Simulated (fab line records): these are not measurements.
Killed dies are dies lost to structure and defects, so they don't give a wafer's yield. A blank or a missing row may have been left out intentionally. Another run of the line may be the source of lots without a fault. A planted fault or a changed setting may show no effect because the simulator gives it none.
fab line records | flow nand-harc
record lots=24 wafers=72 last-day=24
route steps=1159 shown P_M0@282 P_M1@298 P_M2@335 P_BONDPAD@365
lots that met no fault: taken from a fault-free run of the same line
start-h: the number of hours between the record's first day and the start of the first shown wafer of the lot | wait-h: time in hours since the lot's previous step | " same as the row above | L1.1+2: several wafers, shown together as one row | - either no value or no given start | * or withheld: withheld | < > ~ a bound
route shown NAME@n: a module of which the file shows steps, and the number in the route of the first | usual: average and standard deviation across the fault-free wafers | same: alike in all rows | chamber/n: place in a boat | sites: per-site readings | _std_site: how widely they spread, as a standard deviation | _edge_site: inner sites' mean taken away from outer sites' mean | radius-mm: how far each site lies from the wafer's centre | mask NAME#n: copy n | behind: tool/chamber where the wafer was last shaped | hold: cause of the lot's hold/its duration in hours/its outcome | device: the transistor (n, p or np) that didn't switch | end of line: the same wafers' tests at the end of the route | for a step that has no rows: nothing shown but its recipe | killed: not the wafer's yield, but the dies lost to structure and defects at the first sort | map: per-die view of a wafer (x killed, . not killed, _ where there is no die)
set.NAME: setting as actually run; set.NAME@STEP: the setting as run at that earlier step | model.NAME: the simulator's own value behind a step, which no gauge read
one table for each step of the route and one row for each wafer, over a sample of lots
services: when a tool's chamber went out of use (start-h, in hours from the record's first day, below 0 if earlier), for how many hours, and the reason
## steps
# step NHARC_P_M0_INSPECT_27
# usual raw-defect-count=275/92
# columns lot.wafer tool chamber start-h wait-h raw-defect-count
L074.1 defect-inspect-01 - 113.21 0.0 227
L074.4 " - " " 162
L074.5 " - " " 277
L077.4 defect-inspect-02 - 137.47 0.0 287
L077.5 " - " " 244
L077.6 " - " " 294
L076.3 defect-inspect-02 - 138.11 0.0 444
L076.4 " - " " 345
L076.5 " - " " 375
L078.1 defect-inspect-01 - 141.15 0.0 142
L078.2 " - " " 157
L078.6 " - " " 198
L075.2 defect-inspect-02 - 141.42 0.0 278
L075.4 " - " " 227
L075.6 " - " " 346
L079.2 defect-inspect-02 - 156.18 0.0 302
L079.4 " - " " 509
L079.6 " - " " 492
L080.1 defect-inspect-02 - 158.91 0.0 310
L080.2 " - " " 264
L080.6 " - " " 379
L081.2 defect-inspect-02 - 160.06 0.0 289
L081.3 " - " " 202
L081.5 " - " " 439
L082.1 defect-inspect-01 - 164.44 0.0 103
L082.3 " - " " 284
L082.6 " - " " 456
L083.1 defect-inspect-01 - 177.77 0.0 187
L083.3 " - " " 153
L083.5 " - " " 148
L087.4 defect-inspect-02 - 194.53 0.0 260
L087.5 " - " " 230
L087.6 " - " " 144
L086.2 defect-inspect-02 - 194.86 0.0 331
L086.4 " - " " 181
L086.5 " - " " 280
L084.1 defect-inspect-01 - 195.11 0.0 211
L084.2 " - " " 160
L084.4 " - " " 505
L085.1 defect-inspect-01 - 204.74 0.0 361
L085.3 " - " " 223
L085.5 " - " " 306
L088.3 defect-inspect-02 - 210.03 0.0 303
L088.4 " - " " 219
L088.6 " - " " 410
L089.1 defect-inspect-01 - 210.63 0.1 289
L089.5 " - " " 312
L089.6 " - " " 292
L090.1 defect-inspect-01 - 214.25 0.0 172
L090.2 " - " " 204
L090.3 " - " " 438
L091.3 defect-inspect-01 - 217.76 0.0 489
L091.5 " - " " 353
L091.6 " - " " 519
L093.2 defect-inspect-02 - 227.30 0.0 220
L093.4 " - " " 349
L093.6 " - " " 150
L092.1 defect-inspect-02 - 227.95 0.0 431
L092.3 " - " " 337
L092.4 " - " " 246
L094.1 defect-inspect-01 - 233.51 0.0 186
L094.2 " - " " 233
L094.5 " - " " 222
L096.1 defect-inspect-01 - 244.73 0.0 184
L096.3 " - " " 264
L096.5 " - " " 258
L095.2 defect-inspect-02 - 245.28 0.0 335
L095.4 " - " " 199
L095.6 " - " " 196
L097.1 defect-inspect-02 - 268.32 0.0 230
L097.2 " - " " 213
L097.3 " - " " 192
# step NHARC_P_M1_DESCUM_14
# recipe time-s=3 o2-flow-sccm=200 ar-flow-sccm=0 bias-power-w=0 chemistry=O2
# usual drypump-motor-current-A=5.8/0.36 o2-flow-sccm=200.0/0.61 oes-product-au=1.000/0.01 rf-vpp-V=57.7/0.91 showerhead-plenum-p-Torr=1.91/0.067 throttle-valve-pct=11.311/0.0097
# same bias-power-w=0 time-s=3
# columns lot.wafer tool chamber start-h wait-h drypump-motor-current-A o2-flow-sccm oes-product-au rf-hours-counter-h rf-vpp-V showerhead-plenum-p-Torr throttle-valve-pct
L074.1 rie-diel-10 2 114.80 0.1 5.9 200.6 1.004 7 58.1 1.88 11.320
L074.4 " 1 " " 5.3 199.9 1.009 7 56.9 1.82 11.307
L074.5 " 3 " " 6.2 200.1 1.010 - 56.1 1.87 11.307
L077.4 rie-diel-02 0 139.07 0.1 5.8 199.9 1.023 10 58.8 1.98 11.325
L077.6 " 1 " " 6.0 200.3 1.002 - 60.5 1.88 11.296
L077.5 " 2 " " 6.0 199.7 1.003 - 57.0 2.02 11.301
L076.3 rie-diel-10 3 139.70 0.1 6.2 200.0 0.997 9 57.8 1.87 11.304
L076.4 " 0 " " 5.9 201.6 0.982 9 57.7 1.96 11.301
L076.5 " 2 " " 5.8 200.1 0.993 - 56.4 1.88 11.315
L078.1 rie-diel-02 0 142.72 0.1 5.8 200.3 1.008 10 58.2 1.98 11.303
L078.2 " 1 " " 6.0 200.6 1.002 11 57.2 1.88 11.325
L078.6 " 0 " " 5.7 199.8 1.009 - 57.9 1.98 11.300
L075.4 rie-diel-04 0 142.87 0.1 6.3 199.2 0.981 0 58.3 1.92 11.297
L075.2 " 3 " " 5.3 199.2 1.004 0 58.9 1.92 11.317
L075.6 " 0 " " 6.4 199.7 0.985 - 57.5 1.92 11.294
L079.4 rie-diel-10 0 157.78 0.1 5.9 200.8 0.984 11 58.7 1.96 11.317
L079.2 " 1 " " 5.3 199.9 1.014 10 58.4 1.82 11.322
L079.6 " 3 " " 6.2 200.6 1.001 - 57.4 1.87 11.324
L080.1 rie-diel-10 2 160.49 0.1 5.8 198.6 1.005 10 58.2 1.88 11.308
L080.2 " 3 " " 6.2 199.5 0.995 11 57.2 1.87 11.301
L080.6 " 2 " " 5.8 199.4 1.017 - 57.1 1.88 11.298
L081.3 rie-diel-04 2 161.63 0.1 5.1 200.3 0.990 1 57.7 1.80 11.299
L081.2 " 1 " " 5.8 201.7 1.000 1 59.3 1.99 11.311
L081.5 " 3 " " 5.3 200.3 0.990 - 56.9 1.92 11.314
L082.1 rie-diel-10 3 165.97 0.1 6.2 200.4 1.007 11 56.5 1.87 11.313
L082.3 " 1 " " 5.3 200.0 0.991 11 55.9 1.82 11.328
L082.6 " 0 " " 5.9 199.5 0.996 - 57.4 1.96 11.320
L083.3 rie-diel-02 0 179.23 0.1 5.8 200.5 1.008 1 58.4 1.98 11.303
L083.1 " 1 " " 6.0 200.1 1.009 1 58.8 1.88 11.298
L083.5 " 2 " " 6.0 199.6 1.009 - 58.2 2.02 11.337
L087.4 rie-diel-10 1 196.11 0.1 5.3 199.9 0.990 1 56.7 1.82 11.313
L087.6 " 3 " " 6.3 200.3 0.992 - 58.3 1.87 11.328
L087.5 " 0 " " 5.9 199.8 0.984 - 57.4 1.96 11.298
L086.2 rie-diel-04 0 196.44 0.1 6.4 200.5 0.977 2 56.8 1.92 11.312
L086.4 " 3 " " 5.2 201.0 0.997 1 58.1 1.92 11.312
L086.5 " 1 " " 5.8 199.3 0.997 - 58.5 1.99 11.315
L084.2 rie-diel-02 0 196.68 0.1 5.7 199.6 1.020 2 59.2 1.98 11.308
L084.1 " 1 " " 6.0 199.5 1.022 1 55.7 1.88 11.317
L084.4 " 2 " " 6.0 200.4 1.009 2 59.3 2.02 11.318
L085.1 rie-diel-10 1 206.21 0.1 5.3 199.9 1.004 1 57.8 1.82 11.321
L085.3 " 2 " " 5.9 199.5 0.998 2 56.9 1.88 11.318
L085.5 " 1 " " 5.3 200.1 0.979 - 57.3 1.82 11.314
L088.4 rie-diel-04 0 211.97 0.1 6.3 200.4 0.988 2 57.4 1.92 11.292
L088.3 " 1 " " 5.8 200.3 0.984 2 59.0 1.99 11.305
L088.6 " 2 " " 5.1 200.5 1.000 - 58.1 1.80 11.327
L089.1 rie-diel-04 2 212.56 0.1 5.1 200.8 0.996 2 57.6 1.80 11.307
L089.6 " 1 " " 5.8 200.1 1.002 - 57.7 1.99 11.312
L089.5 " 2 " " 5.2 201.0 1.005 - 57.4 1.80 11.309
L090.3 rie-diel-10 0 215.83 0.1 5.9 200.9 1.004 3 57.1 1.96 11.306
L090.1 " 1 " " 5.3 200.5 1.000 2 57.0 1.82 11.316
L090.2 " 3 " " 6.1 199.8 0.986 3 56.8 1.87 11.307
L091.3 rie-diel-04 2 219.71 0.1 5.1 200.1 1.003 2 57.7 1.80 11.300
L091.5 " 1 " " 5.8 200.2 1.004 - 57.9 1.99 11.314
L091.6 " 2 " " 5.2 199.4 1.006 - 56.3 1.80 11.309
L093.2 rie-diel-02 2 228.92 0.1 6.0 199.8 1.009 5 59.0 2.02 11.313
L093.4 " 3 " " 5.9 200.4 0.995 4 57.7 1.84 11.296
L093.6 " 1 " " 6.0 200.1 1.013 - 58.3 1.88 11.301
L092.1 rie-diel-04 3 229.56 0.1 5.2 199.8 0.999 2 57.3 1.92 11.289
L092.4 " 0 " " 6.4 201.0 1.002 2 58.3 1.92 11.315
L092.3 " 1 " " 5.8 199.9 1.002 2 58.9 1.99 11.312
L094.2 rie-diel-04 2 235.08 0.1 5.1 200.1 0.989 3 58.3 1.80 11.302
L094.1 " 1 " " 5.8 199.9 0.991 3 57.4 1.99 11.311
L094.5 " 2 " " 5.1 199.0 0.987 - 56.1 1.80 11.310
L096.1 rie-diel-02 2 246.34 0.1 6.0 200.5 1.019 6 58.2 2.02 11.313
L096.3 " 1 " " 6.0 200.9 1.025 5 57.1 1.88 11.313
L096.5 " 3 " " 5.9 200.3 1.003 - 57.1 1.84 11.311
L095.4 rie-diel-02 2 247.03 0.1 6.0 200.8 1.015 6 57.1 2.02 11.326
L095.2 " 0 " " 5.8 200.0 1.000 6 59.3 1.98 11.313
L095.6 " 2 " " 6.0 200.4 1.009 - 58.8 2.02 11.300
L097.3 rie-diel-10 2 269.90 0.1 5.9 199.0 1.011 7 56.5 1.88 11.300
L097.2 " 3 " " 6.2 199.8 0.992 6 58.9 1.87 11.307
L097.1 " 0 " " 5.9 200.2 0.996 7 57.8 1.96 11.303
# step NHARC_P_M2_STRIP_18
# recipe power-w=1000 n2-flow-sccm=150 h2-flow-sccm=150 ar-flow-sccm=0 bias-w=0 chemistry=N2/H2
# usual drypump-motor-current-A=5.7/0.4 oes-product-au=0.998/0.0096 rf-vpp-V=91.1/1 showerhead-plenum-p-Torr=2.09/0.087 throttle-valve-pct=14.171/0.0088
# same bias-w=0
# columns lot.wafer tool chamber start-h wait-h drypump-motor-current-A oes-product-au rf-hours-counter-h rf-vpp-V showerhead-plenum-p-Torr throttle-valve-pct
L074.1 rie-diel-03 2 119.39 0.1 5.6 0.996 3 90.9 2.16 14.168
L074.4 " 3 " " 5.8 0.996 3 91.1 2.17 14.163
L074.5 " 2 " " 5.7 1.003 - 92.1 2.16 14.178
L077.4 rie-diel-03 1 143.87 0.1 5.2 0.998 3 90.3 1.94 14.159
L077.6 " 0 " " 5.6 0.994 - 92.7 2.07 14.189
L077.5 " 1 " " 5.2 1.003 - 89.7 1.94 14.171
L076.4 rie-diel-03 1 144.34 0.1 5.2 1.004 3 89.6 1.94 14.167
L076.3 " 3 " " 5.7 0.987 4 90.7 2.17 14.171
L076.5 " 1 " " 5.2 1.000 - 90.7 1.94 14.185
L078.1 rie-diel-12 1 147.38 0.1 6.2 0.979 19 91.0 2.13 14.170
L078.2 " 2 " " 6.3 0.998 19 92.2 2.19 14.176
L078.6 " 2 " " 6.3 0.992 - 92.7 2.19 14.168
L075.2 rie-diel-12 3 147.75 0.1 5.3 0.997 21 91.0 2.16 14.171
L075.4 " 0 " " 5.4 1.005 19 90.4 2.03 14.154
L075.6 " 3 " " 5.2 0.982 - 91.2 2.16 14.168
L079.4 rie-diel-12 3 162.44 0.1 5.2 0.986 23 92.8 2.15 14.166
L079.2 " 2 " " 6.3 1.009 21 92.6 2.19 14.165
L079.6 " 0 " " 5.3 1.000 - 91.3 2.03 14.161
L080.1 rie-diel-09 0 165.12 0.1 5.7 0.974 27 88.8 1.92 14.161
L080.2 " 3 " " 5.3 0.984 27 91.5 2.11 14.165
L080.6 " 0 " " 5.8 0.979 - 91.7 1.92 14.176
L081.2 rie-diel-03 3 166.16 0.1 5.7 1.009 4 90.9 2.17 14.162
L081.3 " 0 " " 5.6 0.998 4 91.8 2.07 14.167
L081.5 " 0 " " 5.6 0.997 - 91.8 2.07 14.190
L082.3 rie-diel-03 2 170.80 0.1 5.6 1.004 4 89.9 2.16 14.166
L082.1 " 1 " " 5.2 1.003 5 89.6 1.94 14.157
L082.6 " 2 " " 5.7 0.994 - 91.3 2.16 14.144
L083.3 rie-diel-03 2 183.83 0.1 5.6 1.002 5 90.6 2.16 14.173
L083.1 " 1 " " 5.2 1.004 5 91.3 1.94 14.170
L083.5 " 2 " " 5.6 1.003 - 92.8 2.16 14.170
L087.4 rie-diel-12 2 200.79 0.1 6.3 1.019 27 91.7 2.19 14.178
L087.5 " 3 " " 5.2 0.991 - 91.5 2.15 14.168
L087.6 " 0 " " 5.4 0.999 - 89.7 2.03 14.159
L086.4 rie-diel-03 1 201.34 0.1 5.2 1.017 6 90.8 1.94 14.182
L086.2 " 2 " " 5.7 0.995 6 93.7 2.16 14.164
L086.5 " 0 " " 5.6 0.995 - 91.0 2.07 14.181
L084.2 rie-diel-03 2 201.73 0.1 5.6 1.011 6 91.4 2.16 14.178
L084.1 " 3 " " 5.7 1.011 6 92.2 2.17 14.168
L084.4 " 0 " " 5.6 1.011 6 89.8 2.07 14.179
L085.3 rie-diel-03 3 210.79 0.1 5.7 1.002 6 91.8 2.17 14.155
L085.1 " 0 " " 5.6 1.012 6 89.4 2.07 14.168
L085.5 " 0 " " 5.6 1.002 - 90.1 2.07 14.186
L088.4 rie-diel-09 2 216.59 0.1 5.4 1.002 45 92.2 2.13 14.170
L088.3 " 3 " " 5.3 1.000 51 91.8 2.10 14.177
L088.6 " 1 " " 6.8 0.988 - 91.6 2.04 14.195
L089.1 rie-diel-09 1 217.31 0.1 6.8 0.991 45 89.6 2.03 14.179
L089.5 " 3 " " 5.3 1.002 - 90.8 2.10 14.178
L089.6 " 0 " " 5.8 0.989 - 90.7 1.91 14.146
L090.3 rie-diel-09 3 220.28 0.1 5.3 1.009 52 93.7 2.10 14.182
L090.2 " 0 " " 5.7 0.977 52 91.3 1.91 14.163
L090.1 " 2 " " 5.4 0.996 46 91.1 2.13 14.178
L091.3 rie-diel-09 1 224.38 0.1 6.8 0.978 47 90.6 2.03 14.171
L091.5 " 2 " " 5.4 1.007 - 90.3 2.13 14.164
L091.6 " 3 " " 5.3 0.994 - 92.2 2.10 14.178
L093.2 rie-diel-09 3 233.48 0.1 5.3 0.996 57 92.5 2.10 14.173
L093.4 " 1 " " 6.8 0.995 51 89.5 2.03 14.163
L093.6 " 3 " " 5.3 1.006 - 91.7 2.10 14.175
L092.4 rie-diel-03 3 234.17 0.1 5.7 0.992 0 91.7 2.17 14.157
L092.3 " 0 " " 5.6 1.008 0 89.7 2.07 14.164
L092.1 " 1 " " 5.2 0.999 0 90.6 1.94 14.172
L094.2 rie-diel-12 0 239.70 0.1 5.3 0.996 4 91.1 2.02 14.168
L094.1 " 1 " " 6.2 0.992 4 89.9 2.12 14.159
L094.5 " 3 " " 5.3 1.009 - 92.9 2.15 14.182
L096.3 rie-diel-03 2 251.02 0.1 5.6 1.009 1 91.2 2.16 14.183
L096.1 " 3 " " 5.7 0.998 1 89.4 2.17 14.169
L096.5 " 2 " " 5.6 1.018 - 90.9 2.16 14.174
L095.4 rie-diel-12 1 251.53 0.1 6.2 0.995 6 91.8 2.12 14.167
L095.2 " 2 " " 6.3 1.001 7 92.2 2.19 14.166
L095.6 " 1 " " 6.2 0.995 - 91.4 2.12 14.163
L097.1 rie-diel-03 3 274.57 0.1 5.7 1.008 2 90.8 2.17 14.176
L097.2 " 0 " " 5.6 1.004 2 90.5 2.07 14.173
L097.3 " 1 " " 5.2 0.983 2 89.5 1.94 14.168
# step NHARC_P_BONDPAD_OVL_MEAS_38
# usual overlay-x-nm=-1/5.4 overlay-y-nm=-1/4.7
# columns lot.wafer tool chamber start-h wait-h overlay-x-nm overlay-y-nm
L074.1 overlay-02 - 123.47 - -2 -1
L074.4 " - " " -1 -1
L074.5 " - " " 0 -1
L077.4 overlay-02 - 148.34 - 4 -4
L077.5 " - " " 4 -4
L077.6 " - " " 4 -4
L076.3 overlay-01 - 148.50 - -2 3
L076.4 " - " " -2 3
L076.5 " - " " -2 3
L078.1 overlay-01 - 151.52 - -1 1
L078.2 " - " " -1 1
L078.6 " - " " 0 1
L075.2 overlay-02 - 151.90 - 3 -2
L075.4 " - " " 2 -2
L075.6 " - " " 3 -3
L079.2 overlay-02 - 166.81 - -1 -5
L079.4 " - " " -1 -4
L079.6 " - " " -2 -4
L080.1 overlay-02 - 169.35 - -3 1
L080.2 " - " " -3 1
L080.6 " - " " -4 0
L081.2 overlay-01 - 170.21 - -5 -2
L081.3 " - " " -6 -2
L081.5 " - " " -5 -2
L082.1 overlay-02 - 174.84 - -8 -2
L082.3 " - " " -8 -2
L082.6 " - " " -8 -2
L083.1 overlay-01 - 187.92 - -4 6
L083.3 " - " " -5 6
L083.5 " - " " -5 6
L087.4 overlay-01 - 205.04 - -1 2
L087.5 " - " " -1 2
L087.6 " - " " -1 3
L086.2 overlay-02 - 205.78 - -12 -7
L086.4 " - " " -12 -7
L086.5 " - " " -12 -7
L084.1 overlay-02 - 205.98 - -5 5
L084.2 " - " " -6 5
L084.4 " - " " -6 5
L085.1 overlay-02 - 214.92 - 10 -6
L085.3 " - " " 10 -6
L085.5 " - " " 10 -6
L088.3 overlay-01 - 220.74 - 3 3
L088.4 " - " " 4 3
L088.6 " - " " 4 3
L089.1 overlay-01 - 221.29 - -3 -8
L089.5 " - " " -3 -8
L089.6 " - " " -3 -7
L090.1 overlay-01 - 224.30 - -1 7
L090.2 " - " " -1 7
L090.3 " - " " -1 7
L091.3 overlay-02 - 228.51 - -3 -4
L091.5 " - " " -4 -5
L091.6 " - " " -3 -5
L093.2 overlay-01 - 237.60 - 11 -8
L093.4 " - " " 11 -9
L093.6 " - " " 11 -8
L092.1 overlay-02 - 238.23 - 6 -1
L092.3 " - " " 7 -2
L092.4 " - " " 6 -2
L094.1 overlay-02 - 243.70 - 4 2
L094.2 " - " " 4 2
L094.5 " - " " 4 2
L096.1 overlay-02 - 255.14 - 0 0
L096.3 " - " " -1 0
L096.5 " - " " 0 0
L095.2 overlay-01 - 255.79 - -8 6
L095.4 " - " " -8 7
L095.6 " - " " -8 7
L097.1 overlay-01 - 281.54 - -4 -9
L097.2 " - " " -4 -9
L097.3 " - " " -5 -9
# step NHARC_P_BONDPAD_PRE_CLEAN_26
# recipe time-s=30 temp-c=280 gas=H2/He
# usual heater-power-w=437/60
# same time-s=30
# columns lot.wafer tool chamber start-h wait-h heater-power-w
L074.1 pvd-sputter-02 - - - 394
L074.4 " - " " 429
L074.5 " - " " 400
L077.4 pvd-sputter-01 - - - 413
L077.5 " - " " 490
L077.6 " - " " 420
L076.3 pvd-sputter-03 - - - 462
L076.4 " - " " 423
L076.5 " - " " 456
L078.2 pvd-sputter-01 - - - 382
L078.1 " - " " 417
L078.6 " - " " 415
L075.4 pvd-sputter-02 - - - 366
L075.2 " - " " 611
L075.6 " - " " 387
L079.2 pvd-sputter-02 - - - 435
L079.4 " - " " 404
L079.6 " - " " 584
L080.2 pvd-sputter-01 - - - 412
L080.1 " - " " 417
L080.6 " - " " 396
L081.2 pvd-sputter-03 - - - 489
L081.3 " - " " 381
L081.5 " - " " 457
L082.1 pvd-sputter-01 - - - 491
L082.3 " - " " 442
L082.6 " - " " 418
L083.1 pvd-sputter-03 - - - 429
L083.3 " - " " 380
L083.5 " - " " 477
L087.4 pvd-sputter-03 - - - 457
L087.5 " - " " 459
L087.6 " - " " 373
L086.2 pvd-sputter-02 - - - 428
L086.4 " - " " 600
L086.5 " - " " 430
L084.1 pvd-sputter-01 - - - 436
L084.4 " - " " 419
L084.2 " - " " 404
L085.1 pvd-sputter-03 - - - 487
L085.3 " - " " 371
L085.5 " - " " 421
L088.4 pvd-sputter-03 - - - 456
L088.3 " - " " 380
L088.6 " - " " 444
L089.1 pvd-sputter-03 - - - 419
L089.5 " - " " 413
L089.6 " - " " 483
L090.1 pvd-sputter-03 - - - 371
L090.3 " - " " 420
L090.2 " - " " 492
L091.3 pvd-sputter-02 - - - 346
L091.5 " - " " 352
L091.6 " - " " 594
L093.4 pvd-sputter-02 - - - 419
L093.2 " - " " 396
L093.6 " - " " 396
L092.3 pvd-sputter-03 - - - 451
L092.4 " - " " 382
L092.1 " - " " 429
L094.2 pvd-sputter-02 - - - 597
L094.1 " - " " 350
L094.5 " - " " 585
L096.3 pvd-sputter-01 - - - 403
L096.1 " - " " 416
L096.5 " - " " 406
L095.4 pvd-sputter-03 - - - 373
L095.2 " - " " 417
L095.6 " - " " 420
L097.1 pvd-sputter-02 - - - 401
L097.2 " - " " 350
L097.3 " - " " 415
# step NHARC_P_BONDPAD_ACTIVATE_29
# recipe time-s=60 n2-flow-sccm=200 ar-flow-sccm=0 bias-power-w=0 chemistry=N2
# usual drypump-motor-current-A=5.8/0.51 oes-product-au=0.995/0.0086 rf-vpp-V=64.0/1 showerhead-plenum-p-Torr=1.76/0.099
# same bias-power-w=0 time-s=60
# columns lot.wafer tool chamber start-h wait-h drypump-motor-current-A oes-product-au rf-hours-counter-h rf-vpp-V showerhead-plenum-p-Torr
L074.1 rie-diel-13 1 126.28 0.1 5.7 0.977 7 65.7 1.92
L074.4 " 3 " " 5.4 1.003 7 63.5 1.77
L074.5 " 2 " " 6.3 0.993 - 64.4 1.70
L077.4 rie-diel-11 2 151.22 0.1 5.2 0.972 14 64.2 1.89
L077.5 " 3 " " 5.0 0.982 - 64.5 1.90
L077.6 " 0 " " 6.1 0.997 - 64.6 1.67
L076.4 rie-diel-11 1 151.42 0.1 6.0 1.004 14 64.8 1.65
L076.3 " 0 " " 6.2 0.985 13 64.5 1.67
L076.5 " 1 " " 6.0 1.008 - 62.5 1.65
L078.1 rie-diel-08 3 154.37 0.1 6.4 0.997 7 64.4 1.75
L078.2 " 1 " " 6.4 1.003 8 64.3 1.69
L078.6 " 0 " " 5.7 0.998 - 63.1 1.76
L075.2 rie-diel-08 1 154.71 0.1 6.4 1.005 8 63.0 1.69
L075.4 " 3 " " 6.4 0.998 7 63.8 1.75
L075.6 " 2 " " 6.3 0.990 - 63.6 1.76
L079.2 rie-diel-11 2 170.27 0.1 5.2 0.980 16 64.9 1.89
L079.4 " 0 " " 6.2 0.987 15 63.9 1.67
L079.6 " 3 " " 5.0 0.991 - 64.0 1.90
L080.1 rie-diel-11 0 172.25 0.1 6.2 0.990 15 62.4 1.67
L080.2 " 1 " " 6.0 0.990 16 62.4 1.65
L080.6 " 1 " " 6.0 0.998 - 63.6 1.65
L081.2 rie-diel-11 2 173.04 0.1 5.2 0.963 16 64.9 1.89
L081.3 " 1 " " 6.0 1.002 16 63.0 1.65
L081.5 " 3 " " 5.0 0.985 - 64.9 1.90
L082.3 rie-diel-08 1 177.62 0.1 6.5 0.993 17 65.6 1.69
L082.1 " 3 " " 6.3 1.000 18 64.7 1.74
L082.6 " 2 " " 6.3 0.993 - 62.6 1.75
L083.3 rie-diel-08 0 190.74 0.1 5.7 0.994 24 64.9 1.76
L083.1 " 1 " " 6.5 0.998 23 62.7 1.69
L083.5 " 2 " " 6.3 0.992 - 63.4 1.75
L087.4 rie-diel-11 1 207.89 0.1 6.0 1.001 - 62.6 1.64
L087.5 " 3 " " 5.0 0.981 - 64.8 1.90
L087.6 " 0 " " 6.2 0.986 - 64.1 1.67
L086.2 rie-diel-11 0 208.58 0.1 6.2 0.998 1 66.2 1.67
L086.5 " 3 " " 5.0 0.989 - 64.0 1.90
L086.4 " 0 " " 6.2 0.995 - 62.7 1.67
L084.1 rie-diel-11 0 209.86 0.1 6.2 1.004 1 63.9 1.67
L084.2 " 1 " " 6.0 1.004 1 62.7 1.64
L084.4 " 1 " " 6.0 1.009 - 63.0 1.64
L085.1 rie-diel-11 3 217.66 0.1 5.0 1.003 2 64.6 1.90
L085.3 " 0 " " 6.2 1.003 2 63.3 1.67
L085.5 " 0 " " 6.2 0.989 - 63.0 1.67
L088.4 rie-diel-13 2 223.49 0.1 6.3 0.993 44 62.3 1.69
L088.3 " 3 " " 5.4 1.019 41 65.0 1.76
L088.6 " 1 " " 5.7 0.997 - 65.3 1.90
L089.1 rie-diel-08 3 224.10 0.1 6.4 0.999 36 62.9 1.74
L089.6 " 0 " " 5.7 0.997 - 62.9 1.75
L089.5 " 1 " " 6.4 0.995 - 63.4 1.68
L090.1 rie-diel-11 1 228.76 0.1 6.0 1.007 2 63.7 1.64
L090.3 " 2 " " 5.3 0.991 2 63.3 1.88
L090.2 " 0 " " 6.2 1.004 3 63.0 1.67
L091.3 rie-diel-08 2 231.33 0.1 6.3 0.976 40 64.9 1.75
L091.6 " 0 " " 5.7 0.996 - 63.8 1.75
L091.5 " 1 " " 6.4 0.997 - 63.8 1.68
L093.2 rie-diel-11 1 240.41 0.1 6.0 0.997 4 63.9 1.64
L093.4 " 2 " " 5.2 0.987 3 64.3 1.88
L093.6 " 1 " " 6.0 0.989 - 62.2 1.64
L092.4 rie-diel-11 2 240.98 0.1 5.3 0.987 3 65.5 1.88
L092.3 " 0 " " 6.2 0.993 4 63.6 1.67
L092.1 " 1 " " 6.0 0.996 4 64.3 1.64
L094.1 rie-diel-11 2 246.58 0.1 5.3 0.989 3 63.9 1.88
L094.2 " 3 " " 5.0 0.996 4 65.4 1.90
L094.5 " 0 " " 6.2 0.993 - 63.1 1.67
L096.1 rie-diel-11 0 257.92 0.1 6.2 1.003 6 64.4 1.67
L096.3 " 2 " " 5.2 0.998 5 63.7 1.88
L096.5 " 1 " " 6.0 0.998 - 62.5 1.64
L095.2 rie-diel-11 0 258.67 0.1 6.2 0.998 6 64.4 1.67
L095.4 " 1 " " 6.0 1.004 6 62.7 1.64
L095.6 " 0 " " 6.2 0.995 - 63.1 1.67
L097.2 rie-diel-08 3 284.41 0.1 6.4 1.006 63 62.6 1.73
L097.1 " 0 " " 5.7 0.997 63 62.0 1.75
L097.3 " 1 " " 6.5 0.999 61 63.9 1.67
## services
# columns tool chamber start-h hours kind
pvd-sputter-03 - 102.00 10.0 pm
rie-diel-04 - 111.90 9.0 pm
rie-diel-03 - 118.65 0.5 repair
rie-diel-03 2 154.61 3.8 repair
rie-diel-03 3 161.90 2.7 repair
pvd-sputter-03 - 164.64 4.3 repair
rie-diel-04 3 167.13 1.8 repair
rie-diel-10 - 176.50 9.0 pm
rie-diel-11 - 179.88 0.7 repair
rie-diel-04 3 182.45 3.8 repair
rie-diel-11 - 189.50 9.0 pm
rie-diel-04 1 197.18 5.8 repair
rie-diel-11 2 207.50 4.5 repair
pvd-sputter-02 - 214.02 10.0 pm
rie-diel-03 - 215.30 9.0 pm
rie-diel-10 3 233.23 27.6 repair
rie-diel-04 3 236.02 1.7 repair
rie-diel-03 0 248.75 3.0 repair
pvd-sputter-03 - 249.94 2.9 repair
rie-diel-10 1 251.93 5.6 repair
rie-diel-11 3 264.23 11.3 repair
rie-diel-11 1 267.29 4.3 repair
rie-diel-10 1 269.48 8.4 repair
pvd-sputter-03 - 280.00 10.0 pm
## key
fault none
